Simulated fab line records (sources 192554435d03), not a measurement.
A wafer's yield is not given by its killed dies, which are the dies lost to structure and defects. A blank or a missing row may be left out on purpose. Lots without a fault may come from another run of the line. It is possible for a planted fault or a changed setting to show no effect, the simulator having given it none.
fab line records ; flow n5-finfet
record: lots: 4; wafers: 12; last-day: 17
route steps=1938 shown SDB@359 DUMMY_REMOVAL@377 HKMG_FIN@385 PASSIVATION@1936
lots untouched by any fault: they come from a run of this same line in which no faults occurred
start-h: hours from the record's opening day to when the first of the lot's shown wafers began ; wait-h: hours elapsed since this lot's preceding step ; " repeats the value in the row above ; L1.1+2: one row covering several wafers at once ; - no value, or no start was given ; * or withheld: withheld ; < > ~ a bound
route shown NAME@n: NAME is a module with steps in the file, n the number in the route of the first one ; usual: mean/standard deviation of fault-free wafers ; same: alike in all rows ; chamber/n: place in a boat ; sites: each site's reading ; _std_site: standard deviation of those values ; _edge_site: outer sites' mean less inner sites' ; radius-mm: how far each site lies from the wafer's centre ; mask NAME#n: copy n ; behind: the most recent tool/chamber to have shaped the wafer ; hold: the reason the lot was held/the length of the hold in hours/how it ended ; device: transistor that didn't switch, given as n, p or np ; end of line: tests of these same wafers at the route's end ; a step given without rows: its recipe and nothing more ; killed: dies lost to structure and defects at the first sort, not the wafer's yield ; map: dies across one wafer; x = killed, . = not, _ = none there
set.NAME: the setting the step ran with; set.NAME@STEP: the setting that earlier step ran with ; model.NAME: the simulator's own value behind a step, which no gauge read
certain route steps with their lots: each step a table, each wafer a row
services: the hour from which a tool's chamber was out of use, counted from the record's first day as start-h (under 0 if before that day), plus the number of hours and why
== steps ==
step: N5_SDB_DESCUM_16
recipe: chemistry: O2; time-s: 7.9; source-power-w: 50; bias-power-w: 20; pressure-mtorr: 20; rf-frequency-hz: 2.712e+07; temp-c: 40; resist: CAR-ArF; o2-flow-sccm: 225
step: N5_SDB_ETCH_17
recipe: chemistry: CF4; target: SiARC; target-depth-a: 234; mask-material: CAR-ArF; time-s: 39; ion-energy-ev: 80; pressure-mtorr: 40; source-w: 545; bias-w: 36; Ar_flow_sccm: 100; cf4-flow-sccm: 100; ends: cleared
step: N5_SDB_ETCH_18
recipe: chemistry: N2/H2; target: SOC; target-depth-a: 1000; overetch-a: 200; mask-material: SiARC; temp-c: 40; time-s: 150; ion-energy-ev: 200; pressure-mtorr: 30; source-w: 840; bias-w: 150; n2-flow-sccm: 200; h2-flow-sccm: 200
step: N5_SDB_STRIP_19
recipe: chemistry: N2/H2; temp-c: 40; n2-flow-sccm: 200; h2-flow-sccm: 200; rf-frequency-hz: 6e+07
step: N5_SDB_STRIP_21
recipe: chemistry: CF4; resist: SiARC; power-w: 300; bias-power-w: 75; pressure-mtorr: 50; cf4-flow-sccm: 150; rf-frequency-hz: 6e+07
step: N5_SDB_HM_OPEN_20
recipe: chemistry: CH3F/O2; target: SiNx; mask-material: SOC; target-depth-a: 240; stop-on: poly-Si; over-etch-frac: 0.4; ion-energy-ev: 120; pressure-mtorr: 30; source-w: 395; bias-w: 73; Ar_flow_sccm: 150; CH3F_flow_sccm: 30; O2_flow_sccm: 20
step: N5_SDB_STRIP_22
recipe: chemistry: N2/H2; power-w: 1000; temp-c: 250; h2-frac: 0.65; overash-fraction: 0.3; pressure-mtorr: withheld; n2-flow-sccm: 1750; h2-flow-sccm: 3250
step: N5_SDB_PRECLEAN_23
recipe: chemistry: dHF; time-s: 30; temp-c: 25; dilution: withheld
step: N5_SDB_DUMMY_REMOVE_24
recipe: chemistry: TMAH; temp-c: 70; target: poly-Si; stop-on: SiO2; target-depth-nm: 142; conc-wt-pct: 5; time-s: 57; dry: ipa-marangoni; rinse-time-s: 30; rinse-temp-c: 23
step: N5_SDB_ETCH_25
recipe: chemistry: C4F6/O2; target: SiO2; target-depth-a: 100; time-s: 3.3; ion-energy-ev: 250; mask-material: SiNx; pressure-mtorr: 30; source-w: 345; bias-w: 185; Ar_flow_sccm: 300; C4F6_flow_sccm: 10; O2_flow_sccm: 10
usual: drypump-motor-current-A: 5.48/0.22; oes-product-au: 0.80/0.077; rf-vpp-V: 669/5; showerhead-plenum-p-Torr: 2.85/0.084; throttle-valve-pct: 21.11/0.22
lot.wafer;tool;chamber;start-h;wait-h;drypump-motor-current-A;oes-product-au;rf-hours-counter-h;rf-vpp-V;showerhead-plenum-p-Torr;throttle-valve-pct
L360.1;rie-diel-06;3;115.54;0.2;5.34;0.82;104;673;2.87;21.25
L360.3;rie-diel-06;2;115.54;0.2;5.27;0.74;169;673;2.84;20.92
L360.6;rie-diel-06;3;115.54;0.2;5.34;0.82;-;673;2.87;21.26
L361.1;rie-diel-05;0;122.77;0.1;5.13;0.76;147;662;2.96;21.43
L361.3;rie-diel-05;1;122.77;0.1;5.52;0.70;236;672;2.91;21.36
L361.4;rie-diel-05;2;122.77;0.1;5.90;0.73;178;676;2.85;21.03
L364.1;rie-diel-06;3;140.83;0.0;5.31;0.80;113;671;2.87;21.26
L364.3;rie-diel-06;1;140.83;0.0;5.86;0.82;73;669;2.89;20.77
L364.5;rie-diel-06;2;140.83;0.0;5.26;0.73;-;673;2.84;20.94
L365.1;rie-diel-06;2;147.27;0.0;5.27;0.74;181;671;2.84;20.95
L365.3;rie-diel-06;1;147.27;0.0;5.87;0.81;75;669;2.89;20.76
L365.4;rie-diel-06;3;147.27;0.0;5.34;0.81;116;672;2.87;21.29
step: N5_SDB_CUT_ETCH_26
recipe: chemistry: HBr/Cl2/O2; target: Si; target-depth-a: 1296; bt-time-s: 20; mask-material: SiNx; time-s: 51.8; ion-energy-ev: *; bias-w: *; pressure-mtorr: 10; icp-w: 800; HBr_flow_sccm: 150; Cl2_flow_sccm: 80; O2_flow_sccm: 12
step: N5_SDB_PRECLEAN_38
recipe: chemistry: dHF; time-s: 10; dilution: 750:1; temp-c: 25
step: N5_SDB_PRECLEAN_39
recipe: chemistry: O3/DIW; time-s: 45; temp-c: 22; o3-ppm: 10
step: N5_SDB_SRD_28
recipe: dry: ipa-marangoni; time-s: 30; temp-c: 23; rinse-liquid: diw
step: N5_SDB_ALD_29
recipe: material: SiNx; target-thk-a: 300; temp-c: 400; ald-precursor-family: SiH2I2; ald-co-reactant: N2/H2-plasma; pulse-time-s: 1; ald-cycles: 600; purge-time-s: 2; co-reactant-purge-time-s: 2; pressure-torr: 2
step: N5_SDB_CMP_30
recipe: stop-on: poly-Si; t-overpolish-s: 1.54; post-cmp-clean: alkaline-brush; down-force-psi: 4.1491; platen-rpm: 51.796; pad-velocity-m-s: 1.0306; target-thk-nm: 30
step: N5_DUMMY_REMOVAL_HM_STRIP_01
recipe: chemistry: CH3F/O2; material: SiNx; target-depth-a: 40; stop-on: poly-Si; time-s: 6.8; over-etch-frac: 0.3; ion-energy-ev: 60; power-w: 410; bias-w: 29; Ar_flow_sccm: 150; CH3F_flow_sccm: 30; O2_flow_sccm: 20
step: N5_DUMMY_REMOVAL_STRIP_10
recipe: chemistry: N2/H2; time-s: 40; power-w: 100; temp-c: 40; pressure-mtorr: 100; rf-frequency-hz: 6e+07; bias-power-w: 3; n2-flow-sccm: 300; h2-flow-sccm: 300
step: N5_DUMMY_REMOVAL_PRECLEAN_07
recipe: chemistry: dHF; time-s: 30; temp-c: 25; dilution: withheld
step: N5_DUMMY_REMOVAL_DUMMY_REMOVE_02
recipe: chemistry: TMAH; temp-c: 70; target: poly-Si; stop-on: SiO2; target-depth-nm: 142; conc-wt-pct: 5; time-s: 57; dry: ipa-marangoni; rinse-time-s: 30; rinse-temp-c: 23
step: N5_DUMMY_REMOVAL_PRECLEAN_08
recipe: chemistry: NF3:NH3; afs-cycles: 2; temp-c: 30; time-s: 20; sublimation-temp-c: 180; sublimation-time-s: 60; pressure-torr: 3; rf-power-w: 30
step: N5_DUMMY_REMOVAL_PRECLEAN_04
recipe: chemistry: DHF; time-s: 37; temp-c: 25; dilution: 500:1
step: N5_DUMMY_REMOVAL_SRD_05
recipe: dry: ipa-marangoni; do-ppb: 5; time-s: 30; temp-c: 23; rinse-liquid: diw
step: N5_HKMG_FIN_IL_REGROW_00
recipe: material: SiO2; target-thk-a: 7.5; chemistry: O3; temp-c: withheld; time-s: 30
step: N5_HKMG_FIN_HK_ALD_01
recipe: material: HfO2; target-thk-a: 16; temp-c: withheld; ald-precursor-family: HfCl4; ald-co-reactant: H2O; pulse-time-s: 3; purge-time-s: 3; co-reactant-purge-time-s: 2.5; co-reactant-pulse-time-s: 0.3; ald-cycles: 30
step: N5_HKMG_FIN_HK_ANNEAL_02
recipe: temp-c: 700; time-s: 30; ambient: N2; idle-temp-c: 600; ramp-up-c-per-s: 150; ramp-down-c-per-s: 60; cool-to-c: 600
step: N5_HKMG_FIN_ALD_74
recipe: material: La2O3; target-thk-a: 5; temp-c: 250; ald-precursor-family: La-Cp; ald-co-reactant: O3; pulse-time-s: 6; co-reactant-pulse-time-s: 1; purge-time-s: 3; co-reactant-purge-time-s: 3
step: N5_HKMG_FIN_ALD_75
recipe: material: Al2O3; target-thk-a: 10; temp-c: 150; ald-precursor-family: TMA; ald-co-reactant: H2O; pulse-time-s: withheld; co-reactant-pulse-time-s: 1
step: N5_HKMG_FIN_COAT_41
recipe: resist: SOC; temp-c: 250; time-s: 60; spin-rpm: 1500; resist-thk-nm: 300
step: N5_HKMG_FIN_COAT_42
recipe: resist: SiARC; temp-c: 220; time-s: 60; spin-rpm: 1500; resist-thk-nm: 35
step: N5_HKMG_FIN_COAT_43
recipe: resist: CAR-ArF; spin-rpm: 1500; resist-thk-nm: 90
step: N5_HKMG_FIN_EBR_45
recipe: solvent: PGMEA; ebr-width-mm: 1.5
step: N5_HKMG_FIN_SOFTBAKE_44
recipe: temp-c: 110; time-s: 60; resist: CAR-ArF
step: N5_HKMG_FIN_EXPOSE_46
recipe: mask-id: NDIPOLE; na: 1.35; source-shape: conventional; sigma-outer: 0.8; polarization: unpolarized; dose-mj: 40
step: N5_HKMG_FIN_PEB_47
recipe: peb-temp-c: withheld; peb-time-s: 60; resist: CAR-ArF
step: N5_HKMG_FIN_DEVELOP_48
recipe: develop-time-s: 30; developer: TMAH; resist: CAR-ArF; rinse-liquid: diw; dry: air-spin; dev-temp-c: 23
step: N5_PASSIVATION_PROBE_49
usual: killed_at_M0_to_M3: 36/11; killed_at_M4_up: 13/5.1; killed-at-contacts: 14/4.9; killed-at-front-end: 41/10; killed-at-other: 3.4/2.6; killed-dies: 107/16; killed-on-rim: 14/4; killed-open: 70/11; killed-short: 36/7.8
same: gross-dies: 1180; killed-at-back-side: 0
lot.wafer;tool;chamber;start-h;wait-h;killed_at_M0_to_M3;killed_at_M4_up;killed-at-contacts;killed-at-front-end;killed-at-other;killed-dies;killed-on-rim;killed-open;killed-short
L360.1;prober-01;-;340.21;0.0;25;8;25;37;5;100;13;64;35
L360.3;prober-01;-;340.31;0.1;37;8;20;21;3;89;16;68;20
L360.6;prober-01;-;340.46;0.3;24;15;8;34;1;82;5;56;25
L361.1;prober-01;-;363.76;0.0;21;27;13;42;6;109;11;68;38
L361.3;prober-01;-;363.86;0.1;24;8;4;69;6;111;15;73;34
L361.4;prober-01;-;363.91;0.2;24;12;15;44;3;98;11;69;28
L364.1;prober-02;-;393.91;0.0;39;11;13;124;2;189;31;62;44
L365.4;prober-01;-;396.05;0.2;52;10;16;111;3;192;34;76;42
killed by level:class
L360.1 MOL_CONTACT_COAG:geometric-particle:open=17 STI_FIN_REVEAL:geometric-particle:open=8 MOL_CONTACT_COAG:geometric-particle:short=8 DUMMY_GATE:geometric-particle:open=6 BEOL_M1:geometric-particle:open=6 BEOL_M0_SAQP:geometric-particle:open=5 STARTING-WAFER:geometric-particle:short=5 GATE_CUT:geometric-particle:short=4
L360.3 MOL_CONTACT_COAG:geometric-particle:open=18 BEOL_M3:geometric-particle:open=14 BEOL_M0_SAQP:geometric-particle:open=11 FIN_SAQP:geometric-particle:short=5 STI_FIN_REVEAL:geometric-particle:open=5 FIN_SAQP:geometric-particle:open=3 DUMMY_GATE:geometric-particle:open=3 BEOL_M1:geometric-particle:open=3
L360.6 STI_FIN_REVEAL:geometric-particle:open=7 MOL_CONTACT_COAG:geometric-particle:open=6 DUMMY_GATE:geometric-particle:open=5 BEOL_M3:geometric-particle:open=5 FIN_SAQP:geometric-particle:open=4 BEOL_M0_SAQP:geometric-particle:short=4 BEOL_M1:geometric-particle:open=4 BEOL_M2:geometric-particle:open=4
L361.1 BEOL_M4:geometric-particle:open=16 MOL_CONTACT_COAG:geometric-particle:open=11 FIN_SAQP:geometric-particle:short=8 FIN_SAQP:geometric-particle:open=7 BEOL_M3:geometric-particle:open=5 STARTING-WAFER:geometric-particle:open=5 BEOL_M2:geometric-particle:short=4 BEOL_M3:geometric-particle:short=4
L361.3 FIN_SAQP:geometric-particle:open=24 FIN_SAQP:geometric-particle:short=16 BEOL_M1:geometric-particle:open=8 STI_FIN_REVEAL:geometric-particle:open=7 BEOL_M3:geometric-particle:open=7 GATE_CUT:geometric-particle:short=4 BEOL_M4:geometric-particle:open=4 STARTING-WAFER:geometric-particle:open=4
L361.4 MOL_CONTACT_COAG:geometric-particle:open=12 FIN_SAQP:geometric-particle:open=10 BEOL_M3:geometric-particle:open=9 BEOL_M4:geometric-particle:open=8 STI_FIN_REVEAL:geometric-particle:open=7 FIN_SAQP:geometric-particle:short=6 GATE_CUT:geometric-particle:short=5 BEOL_M3:geometric-particle:short=5
L364.1 SDB:unspecified=83 MOL_CONTACT_COAG:geometric-particle:open=11 FIN_SAQP:geometric-particle:short=10 FIN_SAQP:geometric-particle:open=9 BEOL_M0_SAQP:geometric-particle:short=9 BEOL_M2:geometric-particle:open=9 BEOL_M1:geometric-particle:open=6 STARTING-WAFER:geometric-particle:short=5
L365.4 SDB:unspecified=74 MOL_CONTACT_COAG:geometric-particle:open=14 FIN_SAQP:geometric-particle:short=12 BEOL_M3:geometric-particle:open=9 BEOL_M0_SAQP:geometric-particle:short=8 BEOL_M0_SAQP:geometric-particle:open=7 BEOL_M1:geometric-particle:open=7 BEOL_M2:geometric-particle:open=7
map L364.1 (x killed, . not)
_________________xxxxxxxxxx..________________
______________xxxxxxxxxxxxx.x.x._____________
___________...xxxxxxxxxxxxxx.......__________
__________....xxxxxxxxxxxxxx.x......_________
________......xxxx.xxxxxxxxx.........._______
_______........x.xxxxxxx.xxxx..........______
______......x......xxxxxx.x....x...x...._____
_____......x......x..xx....x..x........xx____
____...............xx.x.xx.x......x.......___
___........xx..x.x..........x.x............__
___.....................xx..........x.....x__
__.........................................._
__.................x.x...............x......_
_............xx......x...x...................
_............x................x..............
_..x...................x..x..xx...........x..
_................x.........................xx
_.....x..x............xx..x.........x........
_x...............x........x.......x..........
_....xx....x...x..................x..........
_..x.........................................
__x............xx.................x........._
__..........x...........................x..._
___...x.........x..............x...x.......__
___.....................x..................__
____....x........x.....................x.x___
_____.....x..........xxx.................____
______.....x................x..xx......._____
_______.......................x........______
________.x.....x...x.x...x...........x_______
__________.....x................x..x_________
___________..x...x...............xx__________
______________.....x..x..x......_____________
_________________...x........________________
map L365.4 (x killed, . not)
_________________xxxxxxxxxxx.________________
______________...xxxxxxxxxxx...x_____________
___________..xxxxxxxxxxxxxx........__________
__________..x.x.xxxxxxxxxx.x........_________
________.....xx.xxxxxxxx..x.x..x.....x_______
_______........xx.xxxxxxx.x............______
______..........x.xxx.xxx...x...x......._____
_____.....xxx........x..xx.....x.........____
____.............xx..x.........xx.......xx___
___......x........x........................__
___...........xxx.........................x__
__.x............x....x....x......x.........._
__....x......x.......x.............x........_
_x..............x..........x.xxx..x..........
_...............................x......x.x.x.
_...x.........x.......x.............x.....x..
_x.....x.........x......x....................
_.....x..x........x....x..x.............x...x
_...............x.............x..............
_.................x.....x....................
_x......x.......x.....................x......
__..x...........x.x....x..x......x.........x_
__.x.....x...........x......xx.............._
___.x..x...........x...............x.......__
___........x.........x............x.....x..__
____....x........................x.xx.....___
_____..........................xx..x....x____
______x..x.......................x......_____
_______.........x.....x..........x...x.______
________.x...x...x.x................x._______
__________...........x.............x_________
___________x.......................__________
______________.........x........_____________
_________________....x.......________________
== services ==
tool;chamber;start-h;hours;kind
rie-diel-06;1;110.57;8.0;repair
== key ==
first-sign: step: N5_PASSIVATION_PROBE_49; reading: killed-at-front-end; direction: up; sigmas: 7.5; usual: 41; struck: 118
effect: step: N5_PASSIVATION_PROBE_49; reading: killed-dies; direction: up; sigmas: 5.3; usual: 107; struck: 190
more-kills-born-at: N5_SDB_ETCH_25@rie-diel-06: 157
met-at N5_SDB_ETCH_25
struck-wafers L364.1,L365.4
tester-left-out L364,L365
onset-between 115.54 140.83
fault: kind: chamber-particle-source; tool: rie-diel-06; chamber: 3; onset-h: 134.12; steps: N5_SDB_ETCH_25; rate-per-visit-cm2: 0.44918; end-h: 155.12
tester-left-out: of these lots the tester's yield and bins aren't shown, on N5 and GAA mostly nor the transistor test; their killed dies are dies lost to structure and defects alone, not to doping, threshold or leakage, so they don't give the yield
